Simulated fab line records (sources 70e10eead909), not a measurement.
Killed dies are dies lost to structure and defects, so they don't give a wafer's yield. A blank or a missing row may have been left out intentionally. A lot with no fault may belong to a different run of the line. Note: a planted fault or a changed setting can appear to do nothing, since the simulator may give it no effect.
fab line records || flow nand_harc
record: {"lots": 12, "wafers": 36, "last_day": 25}
route steps=1159 shown P_STI@98 A_BONDPAD@1085 THIN_TSV@1127 END@1159
lots with no fault: from the same line, run without faults
start_h: start of the lot's first displayed wafer, in hours after the record's first day || wait_h: hours since the lot's step before || " as in the row above || L1.1+2: several wafers, shown together as one row || - value missing, or start not given || * or withheld: withheld || < > ~ a bound
route shown NAME@n: a module of which the file shows steps, and the number in the route of the first || usual: mean and standard deviation over wafers with no fault || same: alike in all rows || chamber/n: place in a boat || sites: each site's reading || _std_site: the standard deviation of these || _edge_site: inner sites' mean taken away from outer sites' mean || radius_mm: for every site, how far away it sits from the centre of the wafer || mask NAME#n: copy n || behind: the last tool/chamber to shape the wafer || hold: cause of the lot's hold/its duration in hours/its outcome || device: the n, p or np transistor that did not switch || end of line: the route-end tests of the same wafers || for a step that has no rows: nothing shown but its recipe || killed: count of dies lost to structure and defects at first sort (not the wafer's yield) || map: per-die view of a wafer (x killed, . not killed, _ where there is no die)
set.NAME: setting as actually run; set.NAME@STEP: the setting as run at that earlier step || model.NAME: the simulator's own value behind a step, which no gauge read
the route's steps for a sample of lots (tables are steps, rows are wafers)
services: when a tool's chamber went out of use (start_h, in hours from the record's first day, below 0 if earlier), for how many hours, and the reason
== steps ==
step: NHARC_P_STI_HDPCVD_20
recipe: {"target_thk_a": "withheld", "sigma_open_frac": "withheld", "material": "SiO2"}
{"lot.wafer": "L782.2+1+3", "tool": "hdpcvd-01", "chamber": "0,1,1", "start_h": 49.66, "wait_h": 0.4}
{"lot.wafer": "L781.2+1+3", "tool": "hdpcvd-01", "chamber": "1,0,1", "start_h": 50.15, "wait_h": 0.9}
{"lot.wafer": "L783.1+4+6", "tool": "hdpcvd-01", "chamber": 1, "start_h": 62.29, "wait_h": 0.5}
{"lot.wafer": "L784.1+3+6", "tool": "hdpcvd-01", "chamber": "0,0,1", "start_h": 62.77, "wait_h": 0.9}
{"lot.wafer": "L785.1+3+6", "tool": "hdpcvd-01", "chamber": 1, "start_h": 73.31, "wait_h": 0.5}
{"lot.wafer": "L786.1+2+6", "tool": "hdpcvd-01", "chamber": "0,1,0", "start_h": 73.72, "wait_h": 0.9}
{"lot.wafer": "L787.1+4+3", "tool": "hdpcvd-01", "chamber": "1,1,0", "start_h": 84.40, "wait_h": 0.4}
{"lot.wafer": "L790.1+3+4", "tool": "hdpcvd-01", "chamber": "1,1,0", "start_h": 98.87, "wait_h": 0.4}
{"lot.wafer": "L791.2+3+4", "tool": "hdpcvd-01", "chamber": "0,1,0", "start_h": 106.87, "wait_h": 0.5}
{"lot.wafer": "L802.1+2+4", "tool": "hdpcvd-01", "chamber": "1,0,0", "start_h": 173.41, "wait_h": 0.4}
{"lot.wafer": "L803.4+5+6", "tool": "hdpcvd-01", "chamber": "1,0,1", "start_h": 174.14, "wait_h": 1.1}
{"lot.wafer": "L804.1+2+5", "tool": "hdpcvd-01", "chamber": "0,1,0", "start_h": 185.31, "wait_h": 0.4}
step: NHARC_A_BONDPAD_PVD_27
recipe: {"target_thk_a": 300, "chamber_pressure_pa": 5, "power_w": 5000, "substrate_temp_c": 30, "time_s": 20.49, "material": "Cu"}
usual: {"substrate_temp_c": "30.01/0.1", "throttle_valve_pct": "30.3/0.81"}
{"lot.wafer": "L781.3", "tool": "pvd_sputter-01", "chamber": "-", "start_h": "-", "wait_h": "-", "substrate_temp_c": 29.98, "throttle_valve_pct": 32.2}
{"lot.wafer": "L781.1", "tool": "pvd_sputter-01", "chamber": "-", "start_h": "-", "wait_h": "-", "substrate_temp_c": 29.81, "throttle_valve_pct": 29.4}
{"lot.wafer": "L781.2", "tool": "pvd_sputter-01", "chamber": "-", "start_h": "-", "wait_h": "-", "substrate_temp_c": 30.03, "throttle_valve_pct": 30.7}
{"lot.wafer": "L782.2", "tool": "pvd_sputter-01", "chamber": "-", "start_h": "-", "wait_h": "-", "substrate_temp_c": 30.11, "throttle_valve_pct": 29.9}
{"lot.wafer": "L782.1", "tool": "pvd_sputter-01", "chamber": "-", "start_h": "-", "wait_h": "-", "substrate_temp_c": 30.20, "throttle_valve_pct": 29.2}
{"lot.wafer": "L782.3", "tool": "pvd_sputter-01", "chamber": "-", "start_h": "-", "wait_h": "-", "substrate_temp_c": 30.07, "throttle_valve_pct": 31.0}
{"lot.wafer": "L784.1", "tool": "pvd_sputter-01", "chamber": "-", "start_h": "-", "wait_h": "-", "substrate_temp_c": 30.13, "throttle_valve_pct": 29.9}
{"lot.wafer": "L784.3", "tool": "pvd_sputter-01", "chamber": "-", "start_h": "-", "wait_h": "-", "substrate_temp_c": 30.05, "throttle_valve_pct": 29.2}
{"lot.wafer": "L784.6", "tool": "pvd_sputter-01", "chamber": "-", "start_h": "-", "wait_h": "-", "substrate_temp_c": 30.05, "throttle_valve_pct": 31.1}
{"lot.wafer": "L786.2", "tool": "pvd_sputter-01", "chamber": "-", "start_h": "-", "wait_h": "-", "substrate_temp_c": 29.91, "throttle_valve_pct": 32.2}
{"lot.wafer": "L786.1", "tool": "pvd_sputter-01", "chamber": "-", "start_h": "-", "wait_h": "-", "substrate_temp_c": 30.06, "throttle_valve_pct": 29.8}
{"lot.wafer": "L786.6", "tool": "pvd_sputter-01", "chamber": "-", "start_h": "-", "wait_h": "-", "substrate_temp_c": 29.99, "throttle_valve_pct": 30.9}
{"lot.wafer": "L785.3", "tool": "pvd_sputter-03", "chamber": "-", "start_h": "-", "wait_h": "-", "substrate_temp_c": 30.01, "throttle_valve_pct": 30.1}
{"lot.wafer": "L785.1", "tool": "pvd_sputter-03", "chamber": "-", "start_h": "-", "wait_h": "-", "substrate_temp_c": 29.89, "throttle_valve_pct": 30.3}
{"lot.wafer": "L785.6", "tool": "pvd_sputter-03", "chamber": "-", "start_h": "-", "wait_h": "-", "substrate_temp_c": 29.83, "throttle_valve_pct": 30.0}
{"lot.wafer": "L783.1", "tool": "pvd_sputter-02", "chamber": "-", "start_h": "-", "wait_h": "-", "substrate_temp_c": 30.14, "throttle_valve_pct": 30.1}
{"lot.wafer": "L783.4", "tool": "pvd_sputter-02", "chamber": "-", "start_h": "-", "wait_h": "-", "substrate_temp_c": 30.10, "throttle_valve_pct": 29.0}
{"lot.wafer": "L783.6", "tool": "pvd_sputter-02", "chamber": "-", "start_h": "-", "wait_h": "-", "substrate_temp_c": 30.05, "throttle_valve_pct": 30.1}
{"lot.wafer": "L787.1", "tool": "pvd_sputter-03", "chamber": "-", "start_h": "-", "wait_h": "-", "substrate_temp_c": 29.90, "throttle_valve_pct": 30.5}
{"lot.wafer": "L787.3", "tool": "pvd_sputter-03", "chamber": "-", "start_h": "-", "wait_h": "-", "substrate_temp_c": 29.80, "throttle_valve_pct": 30.0}
{"lot.wafer": "L787.4", "tool": "pvd_sputter-03", "chamber": "-", "start_h": "-", "wait_h": "-", "substrate_temp_c": 30.13, "throttle_valve_pct": 30.1}
{"lot.wafer": "L790.3", "tool": "pvd_sputter-03", "chamber": "-", "start_h": "-", "wait_h": "-", "substrate_temp_c": 30.02, "throttle_valve_pct": 31.1}
{"lot.wafer": "L790.1", "tool": "pvd_sputter-03", "chamber": "-", "start_h": "-", "wait_h": "-", "substrate_temp_c": 30.11, "throttle_valve_pct": 30.1}
{"lot.wafer": "L791.3", "tool": "pvd_sputter-01", "chamber": "-", "start_h": "-", "wait_h": "-", "substrate_temp_c": 30.01, "throttle_valve_pct": 30.0}
{"lot.wafer": "L803.4", "tool": "pvd_sputter-02", "chamber": "-", "start_h": "-", "wait_h": "-", "substrate_temp_c": 29.86, "throttle_valve_pct": 30.9}
{"lot.wafer": "L803.5", "tool": "pvd_sputter-02", "chamber": "-", "start_h": "-", "wait_h": "-", "substrate_temp_c": 29.90, "throttle_valve_pct": 30.4}
{"lot.wafer": "L803.6", "tool": "pvd_sputter-02", "chamber": "-", "start_h": "-", "wait_h": "-", "substrate_temp_c": 29.94, "throttle_valve_pct": 28.8}
{"lot.wafer": "L802.4", "tool": "pvd_sputter-03", "chamber": "-", "start_h": "-", "wait_h": "-", "substrate_temp_c": 29.94, "throttle_valve_pct": 29.6}
{"lot.wafer": "L802.1", "tool": "pvd_sputter-03", "chamber": "-", "start_h": "-", "wait_h": "-", "substrate_temp_c": 29.99, "throttle_valve_pct": 30.6}
{"lot.wafer": "L802.2", "tool": "pvd_sputter-03", "chamber": "-", "start_h": "-", "wait_h": "-", "substrate_temp_c": 30.06, "throttle_valve_pct": 30.8}
{"lot.wafer": "L804.1", "tool": "pvd_sputter-02", "chamber": "-", "start_h": "-", "wait_h": "-", "substrate_temp_c": 30.07, "throttle_valve_pct": 30.1}
{"lot.wafer": "L804.2", "tool": "pvd_sputter-02", "chamber": "-", "start_h": "-", "wait_h": "-", "substrate_temp_c": 29.92, "throttle_valve_pct": 30.4}
{"lot.wafer": "L804.5", "tool": "pvd_sputter-02", "chamber": "-", "start_h": "-", "wait_h": "-", "substrate_temp_c": 30.09, "throttle_valve_pct": 30.7}
step: NHARC_A_BONDPAD_ANNEAL_28
recipe: {"temp_c": 225, "time_s": 90}
usual: {"wafer_temp_C_max": "226.3/0.33"}
{"lot.wafer": "L781.1", "tool": "rtp_anneal-01", "chamber": 0, "start_h": 406.90, "wait_h": 0.3, "wafer_temp_C_max": 225.9}
{"lot.wafer": "L781.2", "tool": "rtp_anneal-01", "chamber": 0, "start_h": 406.90, "wait_h": 0.3, "wafer_temp_C_max": 226.1}
{"lot.wafer": "L781.3", "tool": "rtp_anneal-01", "chamber": 0, "start_h": 406.90, "wait_h": 0.3, "wafer_temp_C_max": 225.8}
{"lot.wafer": "L782.1", "tool": "rtp_anneal-02", "chamber": 0, "start_h": 412.07, "wait_h": "-", "wafer_temp_C_max": 226.1}
{"lot.wafer": "L782.2", "tool": "rtp_anneal-02", "chamber": 0, "start_h": 412.07, "wait_h": "-", "wafer_temp_C_max": 226.3}
{"lot.wafer": "L782.3", "tool": "rtp_anneal-02", "chamber": 0, "start_h": 412.07, "wait_h": "-", "wafer_temp_C_max": 226.3}
{"lot.wafer": "L784.1", "tool": "rtp_anneal-02", "chamber": 0, "start_h": 418.86, "wait_h": 0.4, "wafer_temp_C_max": 226.5}
{"lot.wafer": "L784.3", "tool": "rtp_anneal-02", "chamber": 0, "start_h": 418.86, "wait_h": 0.4, "wafer_temp_C_max": 226.9}
{"lot.wafer": "L784.6", "tool": "rtp_anneal-02", "chamber": 0, "start_h": 418.86, "wait_h": 0.4, "wafer_temp_C_max": 226.3}
{"lot.wafer": "L786.1", "tool": "rtp_anneal-01", "chamber": 0, "start_h": 419.47, "wait_h": "-", "wafer_temp_C_max": 226.1}
{"lot.wafer": "L786.2", "tool": "rtp_anneal-01", "chamber": 0, "start_h": 419.47, "wait_h": "-", "wafer_temp_C_max": 226.1}
{"lot.wafer": "L786.6", "tool": "rtp_anneal-01", "chamber": 0, "start_h": 419.47, "wait_h": "-", "wafer_temp_C_max": 225.8}
{"lot.wafer": "L785.1", "tool": "rtp_anneal-02", "chamber": 0, "start_h": 423.11, "wait_h": 0.3, "wafer_temp_C_max": 226.3}
{"lot.wafer": "L785.3", "tool": "rtp_anneal-02", "chamber": 0, "start_h": 423.11, "wait_h": 0.3, "wafer_temp_C_max": 226.6}
{"lot.wafer": "L785.6", "tool": "rtp_anneal-02", "chamber": 0, "start_h": 423.11, "wait_h": 0.3, "wafer_temp_C_max": 226.8}
{"lot.wafer": "L783.1", "tool": "rtp_anneal-02", "chamber": 0, "start_h": 423.49, "wait_h": 0.3, "wafer_temp_C_max": 226.4}
{"lot.wafer": "L783.4", "tool": "rtp_anneal-02", "chamber": 0, "start_h": 423.49, "wait_h": 0.3, "wafer_temp_C_max": 226.6}
{"lot.wafer": "L783.6", "tool": "rtp_anneal-02", "chamber": 0, "start_h": 423.49, "wait_h": 0.3, "wafer_temp_C_max": 226.6}
{"lot.wafer": "L787.1", "tool": "rtp_anneal-01", "chamber": 0, "start_h": 446.89, "wait_h": 0.3, "wafer_temp_C_max": 226.3}
{"lot.wafer": "L787.3", "tool": "rtp_anneal-01", "chamber": 0, "start_h": 446.89, "wait_h": 0.3, "wafer_temp_C_max": 226.1}
{"lot.wafer": "L787.4", "tool": "rtp_anneal-01", "chamber": 0, "start_h": 446.89, "wait_h": 0.3, "wafer_temp_C_max": 226.2}
{"lot.wafer": "L790.1", "tool": "rtp_anneal-02", "chamber": 0, "start_h": 450.94, "wait_h": 0.3, "wafer_temp_C_max": 226.1}
{"lot.wafer": "L790.3", "tool": "rtp_anneal-02", "chamber": 0, "start_h": 450.94, "wait_h": 0.3, "wafer_temp_C_max": 226.3}
{"lot.wafer": "L791.3", "tool": "rtp_anneal-01", "chamber": 0, "start_h": 468.96, "wait_h": 0.3, "wafer_temp_C_max": 226.1}
{"lot.wafer": "L803.4", "tool": "rtp_anneal-01", "chamber": 0, "start_h": 535.97, "wait_h": 0.4, "wafer_temp_C_max": 226.1}
{"lot.wafer": "L803.5", "tool": "rtp_anneal-01", "chamber": 0, "start_h": 535.97, "wait_h": 0.4, "wafer_temp_C_max": 226.1}
{"lot.wafer": "L803.6", "tool": "rtp_anneal-01", "chamber": 0, "start_h": 535.97, "wait_h": 0.4, "wafer_temp_C_max": 226.0}
{"lot.wafer": "L802.1", "tool": "rtp_anneal-02", "chamber": 0, "start_h": 537.03, "wait_h": "-", "wafer_temp_C_max": 226.3}
{"lot.wafer": "L802.2", "tool": "rtp_anneal-02", "chamber": 0, "start_h": 537.03, "wait_h": "-", "wafer_temp_C_max": 226.7}
{"lot.wafer": "L802.4", "tool": "rtp_anneal-02", "chamber": 0, "start_h": 537.03, "wait_h": "-", "wafer_temp_C_max": 226.6}
{"lot.wafer": "L804.1", "tool": "rtp_anneal-02", "chamber": 0, "start_h": 548.65, "wait_h": "-", "wafer_temp_C_max": 226.4}
{"lot.wafer": "L804.2", "tool": "rtp_anneal-02", "chamber": 0, "start_h": 548.65, "wait_h": "-", "wafer_temp_C_max": 226.5}
{"lot.wafer": "L804.5", "tool": "rtp_anneal-02", "chamber": 0, "start_h": 548.65, "wait_h": "-", "wafer_temp_C_max": 226.1}
step: NHARC_THIN_TSV_DEGAS_49
recipe: {"temp_c": 300, "time_s": 120}
usual: {"heater_power_w": "451/38"}
{"lot.wafer": "L781.1", "tool": "pvd_sputter-03", "chamber": "-", "start_h": 424.44, "wait_h": 0.1, "heater_power_w": 474}
{"lot.wafer": "L781.2", "tool": "pvd_sputter-03", "chamber": "-", "start_h": 424.44, "wait_h": 0.1, "heater_power_w": 487}
{"lot.wafer": "L781.3", "tool": "pvd_sputter-03", "chamber": "-", "start_h": 424.44, "wait_h": 0.1, "heater_power_w": 426}
{"lot.wafer": "L782.2", "tool": "pvd_sputter-01", "chamber": "-", "start_h": 430.63, "wait_h": 0.1, "heater_power_w": 437}
{"lot.wafer": "L782.3", "tool": "pvd_sputter-01", "chamber": "-", "start_h": 430.63, "wait_h": 0.1, "heater_power_w": 466}
{"lot.wafer": "L782.1", "tool": "pvd_sputter-01", "chamber": "-", "start_h": 430.63, "wait_h": 0.1, "heater_power_w": 444}
{"lot.wafer": "L786.1", "tool": "pvd_sputter-03", "chamber": "-", "start_h": 435.95, "wait_h": 0.1, "heater_power_w": 487}
{"lot.wafer": "L786.2", "tool": "pvd_sputter-03", "chamber": "-", "start_h": 435.95, "wait_h": 0.1, "heater_power_w": 488}
{"lot.wafer": "L786.6", "tool": "pvd_sputter-03", "chamber": "-", "start_h": 435.95, "wait_h": 0.1, "heater_power_w": 489}
{"lot.wafer": "L784.1", "tool": "pvd_sputter-02", "chamber": "-", "start_h": 436.96, "wait_h": 0.1, "heater_power_w": 372}
{"lot.wafer": "L784.3", "tool": "pvd_sputter-02", "chamber": "-", "start_h": 436.96, "wait_h": 0.1, "heater_power_w": 452}
{"lot.wafer": "L784.6", "tool": "pvd_sputter-02", "chamber": "-", "start_h": 436.96, "wait_h": 0.1, "heater_power_w": 371}
{"lot.wafer": "L785.3", "tool": "pvd_sputter-02", "chamber": "-", "start_h": 438.17, "wait_h": 0.1, "heater_power_w": 395}
{"lot.wafer": "L785.1", "tool": "pvd_sputter-02", "chamber": "-", "start_h": 438.17, "wait_h": 0.1, "heater_power_w": 489}
{"lot.wafer": "L785.6", "tool": "pvd_sputter-02", "chamber": "-", "start_h": 438.17, "wait_h": 0.1, "heater_power_w": 397}
{"lot.wafer": "L783.4", "tool": "pvd_sputter-03", "chamber": "-", "start_h": 442.42, "wait_h": 0.1, "heater_power_w": 495}
{"lot.wafer": "L783.1", "tool": "pvd_sputter-03", "chamber": "-", "start_h": 442.42, "wait_h": 0.1, "heater_power_w": 477}
{"lot.wafer": "L783.6", "tool": "pvd_sputter-03", "chamber": "-", "start_h": 442.42, "wait_h": 0.1, "heater_power_w": 501}
{"lot.wafer": "L787.1", "tool": "pvd_sputter-01", "chamber": "-", "start_h": 463.41, "wait_h": 0.1, "heater_power_w": 489}
{"lot.wafer": "L787.3", "tool": "pvd_sputter-01", "chamber": "-", "start_h": 463.41, "wait_h": 0.1, "heater_power_w": 443}
{"lot.wafer": "L787.4", "tool": "pvd_sputter-01", "chamber": "-", "start_h": 463.41, "wait_h": 0.1, "heater_power_w": 469}
{"lot.wafer": "L790.3", "tool": "pvd_sputter-01", "chamber": "-", "start_h": 464.86, "wait_h": 0.1, "heater_power_w": 458}
{"lot.wafer": "L790.1", "tool": "pvd_sputter-01", "chamber": "-", "start_h": 464.86, "wait_h": 0.1, "heater_power_w": 433}
{"lot.wafer": "L791.3", "tool": "pvd_sputter-03", "chamber": "-", "start_h": 485.32, "wait_h": 0.1, "heater_power_w": 487}
{"lot.wafer": "L803.4", "tool": "pvd_sputter-03", "chamber": "-", "start_h": 549.88, "wait_h": 0.1, "heater_power_w": 442}
{"lot.wafer": "L803.6", "tool": "pvd_sputter-03", "chamber": "-", "start_h": 549.88, "wait_h": 0.1, "heater_power_w": 468}
{"lot.wafer": "L803.5", "tool": "pvd_sputter-03", "chamber": "-", "start_h": 549.88, "wait_h": 0.1, "heater_power_w": 496}
{"lot.wafer": "L802.2", "tool": "pvd_sputter-02", "chamber": "-", "start_h": 555.75, "wait_h": 0.1, "heater_power_w": 365}
{"lot.wafer": "L802.4", "tool": "pvd_sputter-02", "chamber": "-", "start_h": 555.75, "wait_h": 0.1, "heater_power_w": 483}
{"lot.wafer": "L802.1", "tool": "pvd_sputter-02", "chamber": "-", "start_h": 555.75, "wait_h": 0.1, "heater_power_w": 398}
{"lot.wafer": "L804.1", "tool": "pvd_sputter-02", "chamber": "-", "start_h": 565.26, "wait_h": 0.1, "heater_power_w": 454}
{"lot.wafer": "L804.2", "tool": "pvd_sputter-02", "chamber": "-", "start_h": 565.26, "wait_h": 0.1, "heater_power_w": 374}
{"lot.wafer": "L804.5", "tool": "pvd_sputter-02", "chamber": "-", "start_h": 565.26, "wait_h": 0.1, "heater_power_w": 445}
step: NHARC_END_SORT_01
recipe: {"temp_c": 25}
usual: {"killed_at_array": "25/9.2", "killed_at_other": "0.9/1.3", "killed_at_periphery": "3.3/2.3", "killed_dies": "29/9.6", "killed_open": "3.2/1.8", "killed_short": "2/1.4"}
same: {"gross_dies": 677}
{"lot.wafer": "L790.1", "tool": "prober-02", "chamber": 0, "start_h": 478.13, "wait_h": 2.6, "killed_at_array": 50, "killed_at_other": 3, "killed_at_periphery": 5, "killed_dies": 58, "killed_open": 7, "killed_short": 1}
{"lot.wafer": "L790.3", "tool": "prober-02", "chamber": 0, "start_h": 479.72, "wait_h": 3.1, "killed_at_array": 36, "killed_at_other": 1, "killed_at_periphery": 3, "killed_dies": 40, "killed_open": 4, "killed_short": 0}
{"lot.wafer": "L790.4", "tool": "prober-02", "chamber": 0, "start_h": 480.52, "wait_h": 3.4, "killed_at_array": 28, "killed_at_other": 2, "killed_at_periphery": 647, "killed_dies": 677, "killed_open": 1, "killed_short": 3}
{"lot.wafer": "L791.2", "tool": "prober-02", "chamber": 0, "start_h": 498.64, "wait_h": 2.8, "killed_at_array": 29, "killed_at_other": 1, "killed_at_periphery": 647, "killed_dies": 677, "killed_open": 4, "killed_short": 3}
{"lot.wafer": "L791.3", "tool": "prober-02", "chamber": 0, "start_h": 499.42, "wait_h": 3.1, "killed_at_array": 23, "killed_at_other": 1, "killed_at_periphery": 3, "killed_dies": 27, "killed_open": 2, "killed_short": 1}
{"lot.wafer": "L791.4", "tool": "prober-02", "chamber": 0, "start_h": 500.21, "wait_h": 3.4, "killed_at_array": 23, "killed_at_other": 0, "killed_at_periphery": 654, "killed_dies": 677, "killed_open": 4, "killed_short": 1}
killed by level:class
L790.1 A_CHANNEL_HOLE_D1:chamber_film_flake=19 A_SLIT:chamber_film_flake=11 P_ZERO_WELL:chamber_film_flake=3 A_STAIRCASE:chamber_film_flake=3 A_WL_FILL:chamber_film_flake=3 A_M0:chamber_film_flake=3 A_ONON_D1:geometric_particle:open=2 A_SGD_CUT:chamber_film_flake=2
L790.3 A_CHANNEL_HOLE_D1:chamber_film_flake=12 A_SLIT:chamber_film_flake=10 A_M0:chamber_film_flake=3 P_ZERO_WELL:chamber_film_flake=2 A_STAIRCASE:chamber_film_flake=2 A_SGD_CUT:chamber_film_flake=2 A_WL_FILL:chamber_film_flake=2 A_CONTACT:chamber_film_flake=2
L790.4 P_STI:area_hdpcvd=644 A_CHANNEL_HOLE_D1:chamber_film_flake=7 A_SLIT:chamber_film_flake=5 A_CONTACT:chamber_film_flake=4 A_WL_FILL:geometric_particle:short=3 P_ZERO_WELL:chamber_film_flake=3 A_STAIRCASE:chamber_film_flake=3 A_WL_FILL:chamber_film_flake=3
L791.2 P_STI:area_hdpcvd=644 A_CHANNEL_HOLE_D1:chamber_film_flake=11 A_STAIRCASE:chamber_film_flake=5 A_CONTACT:chamber_film_flake=4 A_SGD_CUT:chamber_film_flake=3 P_CONTACT:geometric_particle:open=1 P_M2:geometric_particle:short=1 A_ONON_D1:geometric_particle:short=1
L791.3 A_CHANNEL_HOLE_D1:chamber_film_flake=12 A_SGD_CUT:chamber_film_flake=3 P_BONDPAD:chamber_film_flake=2 A_ZERO_WELL:chamber_film_flake=2 A_CONTACT:chamber_film_flake=2 A_CHANNEL_FILL_D1:geometric_particle:short=1 A_CONTACT:geometric_particle:open=1 A_BLC:geometric_particle:open=1
L791.4 P_STI:area_hdpcvd=652 A_STAIRCASE:chamber_film_flake=6 A_CHANNEL_HOLE_D1:chamber_film_flake=5 A_SGD_CUT:chamber_film_flake=4 A_CONTACT:chamber_film_flake=3 P_CONTACT:geometric_particle:open=1 P_M0:geometric_particle:open=1 A_WL_FILL:geometric_particle:short=1
== services ==
{"tool": "pvd_sputter-02", "chamber": "-", "start_h": 36.02, "hours": 10.0, "kind": "pm"}
{"tool": "pvd_sputter-03", "chamber": "-", "start_h": 62.58, "hours": 2.5, "kind": "repair"}
{"tool": "pvd_sputter-01", "chamber": "-", "start_h": 66.82, "hours": 4.5, "kind": "repair"}
{"tool": "pvd_sputter-01", "chamber": "-", "start_h": 86.05, "hours": 5.4, "kind": "repair"}
{"tool": "pvd_sputter-03", "chamber": "-", "start_h": 102.00, "hours": 10.0, "kind": "pm"}
{"tool": "hdpcvd-01", "chamber": "-", "start_h": 111.00, "hours": 13.0, "kind": "pm"}
{"tool": "pvd_sputter-01", "chamber": "-", "start_h": 115.81, "hours": 1.2, "kind": "repair"}
{"tool": "pvd_sputter-03", "chamber": "-", "start_h": 152.33, "hours": 5.0, "kind": "repair"}
{"tool": "pvd_sputter-01", "chamber": "-", "start_h": 158.00, "hours": 10.0, "kind": "pm"}
{"tool": "pvd_sputter-02", "chamber": "-", "start_h": 214.02, "hours": 10.0, "kind": "pm"}
{"tool": "pvd_sputter-01", "chamber": "-", "start_h": 217.17, "hours": 1.9, "kind": "repair"}
{"tool": "pvd_sputter-01", "chamber": "-", "start_h": 227.25, "hours": 0.9, "kind": "repair"}
{"tool": "pvd_sputter-03", "chamber": "-", "start_h": 266.11, "hours": 1.7, "kind": "repair"}
{"tool": "pvd_sputter-03", "chamber": "-", "start_h": 280.00, "hours": 10.0, "kind": "pm"}
{"tool": "hdpcvd-01", "chamber": "-", "start_h": 292.00, "hours": 13.0, "kind": "pm"}
{"tool": "pvd_sputter-03", "chamber": "-", "start_h": 292.23, "hours": 4.8, "kind": "repair"}
{"tool": "pvd_sputter-02", "chamber": "-", "start_h": 317.78, "hours": 8.1, "kind": "repair"}
{"tool": "pvd_sputter-01", "chamber": "-", "start_h": 322.90, "hours": 14.3, "kind": "repair"}
{"tool": "hdpcvd-01", "chamber": "-", "start_h": 383.24, "hours": 0.9, "kind": "repair"}
{"tool": "pvd_sputter-03", "chamber": "-", "start_h": 398.68, "hours": 3.1, "kind": "repair"}
{"tool": "hdpcvd-01", "chamber": "-", "start_h": 457.71, "hours": 0.9, "kind": "repair"}
{"tool": "pvd_sputter-03", "chamber": "-", "start_h": 458.00, "hours": 10.0, "kind": "pm"}
{"tool": "hdpcvd-01", "chamber": "-", "start_h": 473.00, "hours": 13.0, "kind": "pm"}
{"tool": "pvd_sputter-03", "chamber": "-", "start_h": 555.20, "hours": 2.9, "kind": "repair"}
== key ==
first_sign: {"step": "NHARC_END_SORT_01", "reading": "killed_at_periphery", "direction": "up", "sigmas": "99+", "usual": 3.3, "struck": 649.3}
effect: {"step": "NHARC_END_SORT_01", "reading": "killed_dies", "direction": "up", "sigmas": 67, "usual": 29, "struck": 677}
more_kills_born_at: {"NHARC_P_STI_HDPCVD_20@hdpcvd-01": 1940}
met_at NHARC_P_STI_HDPCVD_20
struck_lots L790,L791
struck_wafers L790.4,L791.2,L791.4
later_rows_left_out L790.4,L791.2,L791.4
tester_left_out L790,L791
not_acting_at NHARC_A_BONDPAD_PVD_27,NHARC_A_BONDPAD_ANNEAL_28,NHARC_THIN_TSV_DEGAS_49
onset_between 84.40 98.87
fault: {"kind": "process_parameter_drift", "tool": "hdpcvd-01", "chamber": 0, "onset_h": 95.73, "steps": "NHARC_P_STI_HDPCVD_20", "channel": "target_thk_a", "offset": "withheld", "shape": "step", "end_h": 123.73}
tester_left_out: of these lots the tester's yield and bins aren't shown, on N5 and GAA mostly nor the transistor test; their killed dies are dies lost to structure and defects alone, not to doping, threshold or leakage, so they don't give the yield
later_rows_left_out: the simulator's readings of these wafers behind a module that went badly wrong aren't trusted and aren't shown, but for the sort
